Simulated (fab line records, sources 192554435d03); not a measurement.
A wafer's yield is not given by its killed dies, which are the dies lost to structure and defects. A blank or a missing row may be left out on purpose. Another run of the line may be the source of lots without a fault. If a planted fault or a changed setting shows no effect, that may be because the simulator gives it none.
Matching of chambers + flow n5-finfet + 4 sister chambers for N5_BEOL_M4_STRIP_19 on rie-diel-05
The step strips in O2. 4 wafers are shown with their chamber, then 10 later ones without.

== WAFERS WITH THEIR CHAMBER ==
| wafer  | chamber | showerhead-plenum-p-Torr (Torr) |
|--------|---------|---------------------------------|
| L089.6 | 0       | 2.03                            |
| L088.6 | 3       | 2.22                            |
| L090.1 | 2       | 2.02                            |
| L090.3 | 1       | 2.14                            |

== WAFERS WITHOUT THEIR CHAMBER ==
| wafer  | showerhead-plenum-p-Torr (Torr) |
|--------|---------------------------------|
| L090.4 | 2.22                            |
| L094.1 | 2.13                            |
| L094.5 | 2.03                            |
| L094.6 | 2.13                            |
| L095.3 | 2.03                            |
| L095.4 | 2.21                            |
| L095.6 | 2.21                            |
| L096.1 | 2.21                            |
| L096.4 | 2.01                            |
| L096.5 | 2.21                            |

== WHICH CHAMBER EACH WENT THROUGH ==
| wafer  | from the rows above     | in truth |
|--------|-------------------------|----------|
| L090.4 | 3                       | 3        |
| L094.1 | 1                       | 1        |
| L094.5 | can't be placed: 0 or 2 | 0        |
| L094.6 | 1                       | 1        |
| L095.3 | can't be placed: 0 or 2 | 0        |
| L095.4 | 3                       | 3        |
| L095.6 | 3                       | 3        |
| L096.1 | 3                       | 3        |
| L096.4 | can't be placed: 2 or 0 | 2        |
| L096.5 | 3                       | 3        |
Correctly placed: 7 of 10. These rows do not allow placing 3 (true chamber among the candidates in 3). Wrongly placed: 0.
How it was worked out, from the rows above alone: a wafer's distance from a chamber is the root of the sum, over the readings, of the square of ((its reading less the chamber's mean) divided by the reading's scatter). The wafer belongs to the nearest chamber; if the next one is less than 2 further off, it can't be placed. For every chamber, the mean is computed from those of its wafers that are shown. The scatter (one wafer shown for each chamber): square how far every hidden wafer sits from the nearest shown wafer, average those squares and take the square root.
